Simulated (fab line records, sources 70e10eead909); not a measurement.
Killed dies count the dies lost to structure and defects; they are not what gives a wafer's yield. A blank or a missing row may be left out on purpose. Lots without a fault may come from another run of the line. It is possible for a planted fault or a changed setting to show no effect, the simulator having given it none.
fab line records	flow nand-harc
record: lots: 24	wafers: 72	last-day: 34
route steps=1302 shown A_BLC@1131 A_M0@1158 A_BONDPAD@1216
lots with no fault: from the same line, run without faults
start-h: hours from the record's opening day to when the first of the lot's shown wafers began	wait-h: hours since the lot's step before	" identical to the entry in the row above	L1.1+2: a single row standing in for several wafers	- no value, or no start was given	* or withheld: withheld	< > ~ a bound
route shown NAME@n: NAME is a module with steps in the file, n the number in the route of the first one	usual: average and standard deviation across the fault-free wafers	same: alike in all rows	chamber/n: place in a boat	sites: per-site readings	_std_site: the standard deviation of these	_edge_site: inner sites' mean taken away from outer sites' mean	radius-mm: for every site, how far away it sits from the centre of the wafer	mask NAME#n: copy n	behind: the last tool/chamber to shape the wafer	hold: reason for holding the lot/hours on hold/outcome of the hold	device: names the non-switching transistor (n, p or np)	end of line: tests of these same wafers at the route's end	for a step that has no rows: nothing shown but its recipe	killed: at the first sort, the dies lost to defects and structure; wafer yield is something else	map: per-die view of a wafer (x killed, . not killed, _ where there is no die)
set.NAME: the run value of the setting; set.NAME@STEP: its run value at that earlier step	model.NAME: the simulator's own value behind a step, which no gauge read
one table for each step of the route and one row for each wafer, over a sample of lots
services: a tool's chamber out of use, with start hour (start-h, from the record's first day; less than 0 if before it), hours out, and reason
== steps ==
step: NHARC_A_BLC_ALD_23
recipe: target-thk-a: 30	pulse-time-s: 1	ald-cycles: 150	temp-c: 450	material: TiN
usual: heater-power-w: 1108/140	precursor-pulse-height-rel: 1.001/0.022
lot.wafer	tool	chamber	start-h	wait-h	heater-power-w	precursor-pulse-height-rel
L074.2	ald-metal-01	1	522.81	-	1115	0.990
L074.3	"	3	"	"	1207	0.976
L074.6	"	2	"	"	1166	0.938
L076.1	ald-metal-03	1	534.00	-	1146	0.980
L076.6	"	0	"	"	1184	1.002
L076.5	"	1	"	"	1150	0.972
L075.4	ald-metal-03	2	538.43	-	900	1.018
L075.1	"	3	"	"	1274	1.039
L075.6	"	0	"	"	1159	1.016
L077.1	ald-metal-03	3	549.90	-	1302	1.025
L077.5	"	0	"	"	1152	1.003
L077.6	"	1	"	"	1155	0.979
L079.3	ald-metal-03	0	555.17	-	1167	1.023
L079.2	"	1	"	"	1136	0.990
L079.6	"	0	"	"	1168	0.996
L078.2	ald-metal-02	2	556.83	-	1103	1.025
L078.6	"	2	"	"	1072	0.982
L078.5	"	3	"	"	805	1.034
L080.1	ald-metal-01	3	572.09	-	1187	1.026
L080.2	"	2	"	"	1155	0.988
L080.6	"	0	"	"	1254	0.955
L082.2	ald-metal-03	1	596.12	-	1202	1.043
L082.3	"	3	"	"	1291	1.042
L082.6	"	1	"	"	1191	1.005
L083.4	ald-metal-03	2	603.06	-	929	0.999
L083.1	"	0	"	"	1176	1.013
L083.6	"	2	"	"	930	1.034
L081.1	ald-metal-01	3	612.37	-	1183	0.990
L081.3	"	1	"	"	1006	1.000
L081.5	"	2	"	"	1189	0.991
L084.2	ald-metal-02	3	630.45	-	820	0.983
L084.1	"	1	"	"	994	1.010
L084.6	"	0	"	"	1126	0.981
L085.2	ald-metal-03	3	634.69	-	1304	1.008
L085.1	"	1	"	"	1173	1.005
L085.3	"	2	"	"	917	1.005
L086.1	ald-metal-03	3	647.36	-	1295	1.009
L086.2	"	1	"	"	1183	1.033
L086.5	"	2	"	"	895	1.020
L087.3	ald-metal-03	2	653.28	-	922	0.987
L087.5	"	1	"	"	1155	0.997
L087.6	"	2	"	"	917	1.004
L088.1	ald-metal-02	1	662.63	-	1003	1.021
L088.5	"	2	"	"	1119	0.980
L088.6	"	3	"	"	830	1.015
L090.2	ald-metal-02	0	684.35	-	1151	0.978
L090.1	"	1	"	"	992	0.965
L090.5	"	0	"	"	1139	1.001
L089.2	ald-metal-03	0	688.70	-	1200	0.975
L089.1	"	2	"	"	897	1.019
L089.4	"	3	"	"	1286	1.014
L092.4	ald-metal-02	0	706.95	-	1135	0.997
L092.3	"	1	"	"	1007	1.012
L092.1	"	2	"	"	1069	1.013
L091.2	ald-metal-02	3	708.81	-	830	0.977
L091.3	"	2	"	"	1120	0.973
L091.5	"	3	"	"	840	0.998
L094.4	ald-metal-03	1	713.14	-	1159	0.985
L094.1	"	3	"	"	1268	1.007
L094.5	"	1	"	"	1176	0.981
L093.3	ald-metal-01	2	715.23	-	1112	0.958
L093.1	"	3	"	"	1192	1.007
L093.4	"	0	"	"	1215	0.961
L095.1	ald-metal-03	3	730.52	-	1308	0.966
L095.4	"	0	"	"	1175	1.015
L095.5	"	3	"	"	1263	0.977
L096.2	ald-metal-01	2	745.81	-	1130	0.986
L096.3	"	0	"	"	1212	0.983
L096.6	"	2	"	"	1111	0.979
L097.3	ald-metal-03	1	769.49	-	1178	0.999
L097.5	"	3	"	"	1293	0.973
L097.6	"	0	"	"	1123	0.989
step: NHARC_A_BLC_CMP_25
recipe: t-overpolish-s: 30	target-thk-nm: 150
usual: motor-current-A: 12.0/0.98	overpolish-run-s: 30.002/0.0091	time-to-endpoint-s: 30/3.1
lot.wafer	tool	chamber	start-h	wait-h	motor-current-A	overpolish-run-s	time-to-endpoint-s
L074.3	cmp-04	1	523.57	0.3	13.2	29.989	31
L074.2	"	3	"	"	12.5	30.006	30
L074.6	"	0	"	"	12.1	30.014	33
L076.1	cmp-04	0	534.78	0.5	12.8	29.998	37
L076.5	"	1	"	"	13.1	30.008	31
L076.6	"	2	"	"	14.4	30.009	29
L075.4	cmp-04	2	539.14	0.3	14.2	29.994	30
L075.1	"	0	"	"	12.6	30.008	36
L075.6	"	2	"	"	13.7	30.005	30
L077.1	cmp-04	0	550.62	0.5	12.8	29.988	33
L077.6	"	0	"	"	12.5	29.987	34
L077.5	"	1	"	"	12.9	29.988	29
L079.2	cmp-02	2	555.95	0.4	11.8	30.004	30
L079.3	"	0	"	"	13.9	30.006	30
L079.6	"	1	"	"	11.5	30.004	25
L078.2	cmp-02	0	557.63	0.5	13.3	30.029	28
L078.5	"	1	"	"	11.7	30.006	26
L078.6	"	2	"	"	11.8	30.003	29
L080.1	cmp-03	2	572.85	0.5	11.6	30.000	31
L080.2	"	3	"	"	11.0	29.989	33
L080.6	"	2	"	"	11.6	30.012	30
L082.2	cmp-04	3	596.85	0.4	11.0	30.004	26
L082.3	"	2	"	"	13.5	30.016	29
L082.6	"	0	"	"	13.0	30.007	32
L083.1	cmp-03	0	603.80	0.5	11.4	30.003	24
L083.4	"	1	"	"	11.4	30.006	26
L083.6	"	0	"	"	11.1	30.001	25
L081.3	cmp-02	1	613.07	0.3	11.2	29.990	27
L081.1	"	0	"	"	13.5	29.984	35
L081.5	"	2	"	"	12.0	30.018	34
L084.2	cmp-03	3	631.22	0.5	12.2	29.998	32
L084.1	"	0	"	"	11.4	30.007	30
L084.6	"	1	"	"	10.7	30.003	34
L085.1	cmp-02	1	635.44	0.5	11.0	29.996	28
L085.3	"	2	"	"	11.8	30.011	31
L085.2	"	3	"	"	10.3	29.992	29
L086.1	cmp-02	0	648.07	0.5	14.0	29.991	34
L086.2	"	1	"	"	11.4	29.998	29
L086.5	"	1	"	"	10.8	30.019	30
L087.3	cmp-03	3	653.99	0.2	11.3	30.006	31
L087.6	"	3	"	"	11.8	29.999	30
L087.5	"	0	"	"	11.0	30.009	29
L088.1	cmp-02	2	663.33	0.4	11.1	30.003	32
L088.6	"	1	"	"	10.8	30.006	27
L088.5	"	2	"	"	11.4	30.000	32
L090.1	cmp-02	2	685.10	0.5	12.4	30.001	33
L090.2	"	0	"	"	13.6	30.002	30
L090.5	"	1	"	"	11.5	30.015	28
L089.4	cmp-04	0	689.45	0.3	12.9	30.002	34
L089.2	"	1	"	"	13.2	29.987	36
L089.1	"	2	"	"	14.1	29.975	35
L092.3	cmp-02	0	707.68	0.3	13.6	30.015	32
L092.1	"	1	"	"	12.1	30.004	29
L092.4	"	2	"	"	12.0	30.007	31
L091.3	cmp-04	0	709.55	0.2	12.4	30.019	30
L091.2	"	1	"	"	13.1	30.001	31
L091.5	"	1	"	"	12.5	29.999	32
L094.1	cmp-03	1	714.06	0.6	11.1	29.996	33
L094.4	"	3	"	"	12.3	30.001	28
L094.5	"	0	"	"	11.2	29.988	28
L093.4	cmp-02	2	716.00	0.3	12.0	29.994	31
L093.3	"	3	"	"	11.0	29.996	26
L093.1	"	0	"	"	13.7	29.998	29
L095.4	cmp-03	1	731.25	0.3	11.5	30.015	36
L095.1	"	3	"	"	11.7	30.022	34
L095.5	"	1	"	"	10.8	30.003	33
L096.2	cmp-03	0	746.52	0.4	10.9	29.990	26
L096.3	"	2	"	"	11.3	29.995	26
L096.6	"	0	"	"	10.8	30.016	25
L097.3	cmp-04	0	770.26	0.4	13.6	30.001	34
L097.6	"	1	"	"	12.7	30.019	34
L097.5	"	2	"	"	13.4	30.002	30
step: NHARC_A_BLC_INSPECT_28
usual: raw-defect-count: 495/120
lot.wafer	tool	chamber	start-h	wait-h	raw-defect-count
L074.2	defect-inspect-01	-	523.95	0.1	505
L074.3	"	-	"	"	461
L074.6	"	-	"	"	480
L076.1	defect-inspect-02	-	535.11	0.1	482
L076.5	"	-	"	"	453
L076.6	"	-	"	"	359
L075.1	defect-inspect-01	-	539.52	0.1	483
L075.4	"	-	"	"	389
L075.6	"	-	"	"	449
L077.1	defect-inspect-02	-	551.02	0.1	898
L077.5	"	-	"	"	570
L077.6	"	-	"	"	731
L079.2	defect-inspect-01	-	556.33	0.1	838
L079.3	"	-	"	"	622
L079.6	"	-	"	"	731
L078.2	defect-inspect-01	-	557.97	0.1	617
L078.5	"	-	"	"	542
L078.6	"	-	"	"	465
L080.1	defect-inspect-01	-	573.25	0.1	543
L080.2	"	-	"	"	678
L080.6	"	-	"	"	409
L082.2	defect-inspect-02	-	597.25	0.1	608
L082.3	"	-	"	"	897
L082.6	"	-	"	"	794
L083.1	defect-inspect-01	-	604.18	0.1	606
L083.4	"	-	"	"	446
L083.6	"	-	"	"	645
L081.1	defect-inspect-01	-	613.48	0.1	461
L081.3	"	-	"	"	364
L081.5	"	-	"	"	491
L084.1	defect-inspect-01	-	631.58	0.1	592
L084.2	"	-	"	"	396
L084.6	"	-	"	"	415
L085.1	defect-inspect-01	-	635.82	0.1	348
L085.2	"	-	"	"	527
L085.3	"	-	"	"	461
L086.1	defect-inspect-02	-	648.47	0.1	356
L086.2	"	-	"	"	347
L086.5	"	-	"	"	368
L087.3	defect-inspect-01	-	654.39	0.1	480
L087.5	"	-	"	"	598
L087.6	"	-	"	"	613
L088.1	defect-inspect-02	-	663.71	0.1	492
L088.5	"	-	"	"	456
L088.6	"	-	"	"	397
L090.1	defect-inspect-02	-	685.48	0.1	314
L090.2	"	-	"	"	426
L090.5	"	-	"	"	388
L089.1	defect-inspect-01	-	689.83	0.1	343
L089.2	"	-	"	"	383
L089.4	"	-	"	"	447
L092.1	defect-inspect-02	-	708.06	0.1	408
L092.3	"	-	"	"	405
L092.4	"	-	"	"	434
L091.2	defect-inspect-02	-	709.96	0.1	405
L091.3	"	-	"	"	565
L091.5	"	-	"	"	670
L094.1	defect-inspect-02	-	714.45	0.1	546
L094.4	"	-	"	"	461
L094.5	"	-	"	"	507
L093.1	defect-inspect-01	-	716.37	0.1	527
L093.3	"	-	"	"	415
L093.4	"	-	"	"	387
L095.1	defect-inspect-01	-	731.66	0.1	473
L095.4	"	-	"	"	544
L095.5	"	-	"	"	607
L096.2	defect-inspect-02	-	746.96	0.1	599
L096.3	"	-	"	"	422
L096.6	"	-	"	"	523
L097.3	defect-inspect-01	-	770.59	0.1	453
L097.5	"	-	"	"	453
L097.6	"	-	"	"	446
step: NHARC_A_M0_PVD_20
recipe: target-thk-a: 50	bias-v: 168.6	power-w: 15000	chamber-pressure-pa: 0.12	time-s: 8.06	substrate-temp-c: 50	material: TaN
usual: throttle-valve-pct: 30.8/1.3
lot.wafer	tool	chamber	start-h	wait-h	throttle-valve-pct
L074.2	pvd-sputter-01	-	-	-	31.0
L074.3	"	-	"	"	30.0
L074.6	"	-	"	"	30.7
L076.1	pvd-sputter-03	-	-	-	28.6
L076.5	"	-	"	"	29.6
L076.6	"	-	"	"	28.4
L075.1	pvd-sputter-01	-	-	-	31.0
L075.4	"	-	"	"	31.0
L075.6	"	-	"	"	30.7
L077.1	pvd-sputter-02	-	-	-	31.0
L077.5	"	-	"	"	33.0
L077.6	"	-	"	"	31.3
L079.2	pvd-sputter-02	-	-	-	28.7
L079.3	"	-	"	"	33.0
L079.6	"	-	"	"	32.9
L078.2	pvd-sputter-01	-	-	-	30.9
L078.6	"	-	"	"	29.9
L078.5	"	-	"	"	30.9
L080.2	pvd-sputter-02	-	-	-	31.1
L080.1	"	-	"	"	28.7
L080.6	"	-	"	"	31.1
L082.2	pvd-sputter-02	-	-	-	33.1
L082.3	"	-	"	"	30.8
L082.6	"	-	"	"	33.0
L083.1	pvd-sputter-03	-	-	-	31.2
L083.4	"	-	"	"	29.7
L083.6	"	-	"	"	31.1
L081.3	pvd-sputter-02	-	-	-	28.6
L081.1	"	-	"	"	33.0
L081.5	"	-	"	"	32.8
L084.1	pvd-sputter-02	-	-	-	31.1
L084.2	"	-	"	"	33.0
L084.6	"	-	"	"	31.2
L085.1	pvd-sputter-03	-	-	-	29.8
L085.2	"	-	"	"	29.4
L085.3	"	-	"	"	28.8
L086.1	pvd-sputter-02	-	-	-	32.0
L086.2	"	-	"	"	31.6
L086.5	"	-	"	"	31.5
L087.3	pvd-sputter-01	-	-	-	30.1
L087.5	"	-	"	"	31.5
L087.6	"	-	"	"	30.1
L088.1	pvd-sputter-02	-	-	-	31.6
L088.6	"	-	"	"	32.6
L088.5	"	-	"	"	31.6
L090.2	pvd-sputter-02	-	-	-	32.7
L090.1	"	-	"	"	31.6
L090.5	"	-	"	"	29.0
L089.2	pvd-sputter-02	-	-	-	32.5
L089.1	"	-	"	"	31.6
L089.4	"	-	"	"	29.2
L092.4	pvd-sputter-01	-	-	-	31.7
L092.3	"	-	"	"	29.9
L092.1	"	-	"	"	30.6
L091.3	pvd-sputter-02	-	-	-	31.6
L091.2	"	-	"	"	29.1
L091.5	"	-	"	"	29.1
L094.4	pvd-sputter-03	-	-	-	30.2
L094.1	"	-	"	"	27.8
L094.5	"	-	"	"	29.8
L093.1	pvd-sputter-02	-	-	-	32.6
L093.3	"	-	"	"	31.8
L093.4	"	-	"	"	31.9
L095.1	pvd-sputter-02	-	-	-	31.6
L095.4	"	-	"	"	31.7
L095.5	"	-	"	"	29.3
L096.3	pvd-sputter-01	-	-	-	30.7
L096.2	"	-	"	"	30.2
L096.6	"	-	"	"	31.7
L097.3	pvd-sputter-02	-	-	-	32.5
L097.5	"	-	"	"	29.3
L097.6	"	-	"	"	32.4
step: NHARC_A_BONDPAD_OVL_MEAS_35
usual: overlay-x-nm: -1/5.5	overlay-y-nm: 1/5.7
lot.wafer	tool	chamber	start-h	wait-h	overlay-x-nm	overlay-y-nm
L074.2	overlay-02	-	534.30	-	-5	13
L074.3	"	-	"	"	-5	14
L074.6	"	-	"	"	-5	14
L076.1	overlay-02	-	546.15	-	5	7
L076.5	"	-	"	"	5	7
L076.6	"	-	"	"	5	7
L075.1	overlay-02	-	549.34	-	3	0
L075.4	"	-	"	"	4	0
L075.6	"	-	"	"	4	1
L077.1	overlay-02	-	561.08	-	2	2
L077.5	"	-	"	"	2	2
L077.6	"	-	"	"	2	2
L079.2	overlay-01	-	566.16	-	-14	-2
L079.3	"	-	"	"	-13	-2
L079.6	"	-	"	"	-14	-1
L078.2	overlay-01	-	567.64	-	-8	-6
L078.5	"	-	"	"	-8	-6
L078.6	"	-	"	"	-8	-6
L080.1	overlay-02	-	582.69	-	1	0
L080.2	"	-	"	"	2	0
L080.6	"	-	"	"	2	0
L082.2	overlay-01	-	607.45	-	-2	5
L082.3	"	-	"	"	-2	5
L082.6	"	-	"	"	-2	5
L083.1	overlay-02	-	613.98	-	5	5
L083.4	"	-	"	"	5	5
L083.6	"	-	"	"	4	5
L081.1	overlay-02	-	623.09	-	-1	-6
L081.3	"	-	"	"	-2	-7
L081.5	"	-	"	"	-2	-6
L084.1	overlay-02	-	641.21	-	-4	-3
L084.2	"	-	"	"	-5	-3
L084.6	"	-	"	"	-5	-3
L085.1	overlay-02	-	645.33	-	-2	0
L085.2	"	-	"	"	-1	0
L085.3	"	-	"	"	-1	1
L086.1	overlay-02	-	658.21	-	-1	6
L086.2	"	-	"	"	-2	7
L086.5	"	-	"	"	-2	7
L087.3	overlay-02	-	664.63	-	-1	2
L087.5	"	-	"	"	-1	2
L087.6	"	-	"	"	-1	2
L088.1	overlay-01	-	673.81	-	-12	-1
L088.5	"	-	"	"	-12	-2
L088.6	"	-	"	"	-12	-1
L090.1	overlay-02	-	695.31	-	1	4
L090.2	"	-	"	"	1	4
L090.5	"	-	"	"	1	4
L089.1	overlay-01	-	700.26	-	-3	6
L089.2	"	-	"	"	-4	6
L089.4	"	-	"	"	-3	6
L092.1	overlay-01	-	717.80	-	-7	-4
L092.3	"	-	"	"	-7	-4
L092.4	"	-	"	"	-7	-4
L091.2	overlay-02	-	719.62	-	0	3
L091.3	"	-	"	"	0	4
L091.5	"	-	"	"	0	3
L094.1	overlay-01	-	724.16	-	-4	6
L094.4	"	-	"	"	-4	6
L094.5	"	-	"	"	-4	6
L093.1	overlay-01	-	725.84	-	10	-6
L093.3	"	-	"	"	11	-6
L093.4	"	-	"	"	10	-6
L095.1	overlay-01	-	741.39	-	-4	-8
L095.4	"	-	"	"	-5	-8
L095.5	"	-	"	"	-4	-8
L096.2	overlay-02	-	756.74	-	5	1
L096.3	"	-	"	"	5	2
L096.6	"	-	"	"	5	1
L097.3	overlay-01	-	780.18	-	2	-11
L097.5	"	-	"	"	3	-12
L097.6	"	-	"	"	2	-12
step: NHARC_A_BONDPAD_ETCH_24
recipe: target-depth-a: 300	over-etch-frac: 0.3	time-s: 72.99	ion-energy-ev: 150	cf4-flow-sccm: 50	n2-flow-sccm: 100	ar-flow-sccm: 150	rf-w: 300	bias-w: 100	chemistry: CF4/N2
usual: drypump-motor-current-A: 5.5/0.41	oes-product-au: 0.999/0.011	rf-vpp-V: 313.1/1.8	showerhead-plenum-p-Torr: 2.57/0.1	throttle-valve-pct: 19.794/0.0082
lot.wafer	tool	chamber	start-h	wait-h	drypump-motor-current-A	oes-product-au	rf-hours-counter-h	rf-vpp-V	showerhead-plenum-p-Torr	throttle-valve-pct
L074.3	rie-diel-06	0	-	-	4.9	0.995	7	317.0	2.82	19.799
L074.2	"	2	"	"	6.0	0.995	8	311.3	2.48	19.783
L074.6	"	0	"	"	5.0	0.983	-	315.9	2.82	19.800
L076.1	rie-diel-05	2	-	-	5.8	0.984	4	312.4	2.51	19.786
L076.5	"	3	"	"	5.8	0.996	-	314.1	2.60	19.780
L076.6	"	0	"	"	4.8	0.995	-	312.4	2.56	19.804
L075.1	rie-diel-05	1	-	-	5.5	0.976	5	313.2	2.53	19.789
L075.4	"	2	"	"	5.8	0.993	4	313.7	2.51	19.810
L075.6	"	1	"	"	5.5	0.979	-	313.1	2.53	19.806
L077.1	rie-diel-06	3	-	-	5.5	0.995	11	311.2	2.48	19.785
L077.5	"	2	"	"	6.0	0.996	-	310.7	2.48	19.792
L077.6	"	3	"	"	5.6	0.992	-	312.3	2.48	19.793
L079.3	rie-diel-05	0	-	-	4.8	0.990	5	313.5	2.56	19.799
L079.2	"	1	"	"	5.5	1.000	5	311.7	2.53	19.785
L079.6	"	0	"	"	4.8	0.998	-	311.0	2.56	19.780
L078.2	rie-diel-06	3	-	-	5.6	0.997	11	311.9	2.48	19.799
L078.5	"	1	"	"	5.3	0.982	-	313.3	2.56	19.785
L078.6	"	2	"	"	6.0	0.988	-	311.0	2.48	19.798
L080.2	rie-diel-05	3	-	-	5.9	0.995	5	313.1	2.60	19.795
L080.1	"	1	"	"	5.5	0.991	5	312.2	2.53	19.788
L080.6	"	2	"	"	5.8	0.983	-	312.2	2.51	19.804
L082.2	rie-diel-05	1	-	-	5.5	1.011	0	313.0	2.53	19.796
L082.3	"	3	"	"	5.8	1.006	1	314.0	2.60	19.785
L082.6	"	1	"	"	5.5	1.007	-	313.3	2.53	19.789
L083.4	rie-diel-06	0	-	-	5.0	0.994	18	317.5	2.82	19.774
L083.1	"	2	"	"	6.0	0.997	20	311.5	2.48	19.784
L083.6	"	0	"	"	4.9	0.987	-	317.0	2.82	19.794
L081.3	rie-diel-06	1	-	-	5.3	0.987	21	314.1	2.56	19.799
L081.1	"	0	"	"	4.9	0.996	18	315.8	2.82	19.797
L081.5	"	1	"	"	5.3	0.989	-	314.2	2.56	19.787
L084.2	rie-diel-05	2	-	-	5.8	1.006	1	313.2	2.51	19.796
L084.1	"	0	"	"	4.8	1.007	1	312.8	2.56	19.787
L084.6	"	1	"	"	5.5	1.020	-	312.0	2.53	19.791
L085.1	rie-diel-06	1	-	-	5.3	0.977	22	313.2	2.56	19.791
L085.2	"	2	"	"	6.0	0.993	24	312.7	2.48	19.793
L085.3	"	3	"	"	5.6	0.993	24	311.7	2.48	19.800
L086.1	rie-diel-06	0	-	-	4.9	1.001	22	318.3	2.82	19.800
L086.2	"	2	"	"	6.0	1.004	25	311.2	2.48	19.797
L086.5	"	1	"	"	5.3	0.981	-	313.2	2.56	19.812
L087.3	rie-diel-11	0	-	-	5.3	1.020	17	309.8	2.47	19.776
L087.5	"	3	"	"	5.5	0.995	-	314.5	2.68	19.797
L087.6	"	0	"	"	5.3	1.009	-	310.4	2.47	19.786
L088.1	rie-diel-06	3	-	-	5.6	0.997	1	312.3	2.48	19.784
L088.6	"	3	"	"	5.6	0.991	-	311.1	2.48	19.794
L088.5	"	0	"	"	4.9	0.993	-	316.5	2.81	19.784
L090.1	rie-diel-05	0	-	-	4.8	1.004	2	312.8	2.56	19.803
L090.2	"	2	"	"	5.8	1.012	2	312.6	2.51	19.777
L090.5	"	0	"	"	4.8	1.007	-	313.5	2.56	19.813
L089.4	rie-diel-06	3	-	-	5.6	1.021	6	311.1	2.47	19.801
L089.2	"	0	"	"	4.9	1.002	5	317.6	2.81	19.807
L089.1	"	1	"	"	5.4	0.993	5	312.0	2.56	19.790
L092.1	rie-diel-11	1	-	-	6.4	1.025	37	315.5	2.77	19.797
L092.4	"	2	"	"	6.0	1.018	38	314.6	2.74	19.797
L092.3	"	3	"	"	5.5	0.997	37	315.3	2.67	19.805
L091.2	rie-diel-05	3	-	-	5.8	1.006	3	313.6	2.60	19.790
L091.3	"	0	"	"	4.8	0.996	3	312.7	2.56	19.799
L091.5	"	2	"	"	5.8	0.990	-	310.8	2.51	19.801
L094.1	rie-diel-05	3	-	-	5.8	1.018	3	312.8	2.60	19.774
L094.4	"	2	"	"	5.8	0.989	3	311.8	2.51	19.783
L094.5	"	0	"	"	4.8	0.994	-	312.7	2.55	19.794
L093.4	rie-diel-05	0	-	-	4.8	1.002	3	313.4	2.55	19.793
L093.3	"	1	"	"	5.5	1.015	3	313.0	2.53	19.798
L093.1	"	3	"	"	5.8	1.015	3	314.4	2.60	19.801
L095.1	rie-diel-05	1	-	-	5.5	1.025	3	313.1	2.53	19.792
L095.4	"	0	"	"	4.8	0.999	3	313.5	2.55	19.792
L095.5	"	2	"	"	5.7	1.018	-	310.6	2.51	19.798
L096.2	rie-diel-05	2	-	-	5.8	1.008	3	311.4	2.51	19.802
L096.3	"	0	"	"	4.8	0.994	4	312.4	2.56	19.801
L096.6	"	3	"	"	5.8	1.001	-	313.7	2.60	19.794
L097.3	rie-diel-05	1	-	-	5.5	1.008	0	313.1	2.53	19.796
L097.5	"	1	"	"	5.5	1.010	-	311.8	2.53	19.797
L097.6	"	2	"	"	5.8	1.002	-	312.4	2.51	19.795
== services ==
tool	chamber	start-h	hours	kind
rie-diel-05	3	506.47	4.4	repair
cmp-04	-	517.00	4.0	pm
cmp-02	-	526.50	4.0	pm
rie-diel-05	3	529.86	7.3	repair
ald-metal-03	2	540.86	19.8	repair
cmp-02	-	553.09	1.6	repair
ald-metal-03	-	553.94	0.8	repair
ald-metal-03	-	568.00	10.0	pm
cmp-02	-	579.99	1.7	repair
rie-diel-05	-	583.62	9.0	pm
cmp-04	-	593.68	0.4	repair
rie-diel-05	0	595.95	1.7	repair
rie-diel-06	0	600.53	8.0	repair
cmp-04	-	606.84	0.4	repair
cmp-04	-	615.00	4.0	pm
cmp-02	-	624.50	4.0	pm
pvd-sputter-02	-	638.04	10.0	pm
rie-diel-06	-	661.23	9.0	pm
cmp-02	-	722.50	4.0	pm
rie-diel-06	2	743.08	4.0	repair
ald-metal-03	-	746.00	10.0	pm
rie-diel-05	-	753.96	0.3	repair
rie-diel-06	0	755.14	10.5	repair
rie-diel-05	-	760.62	9.0	pm
== key ==
fault none
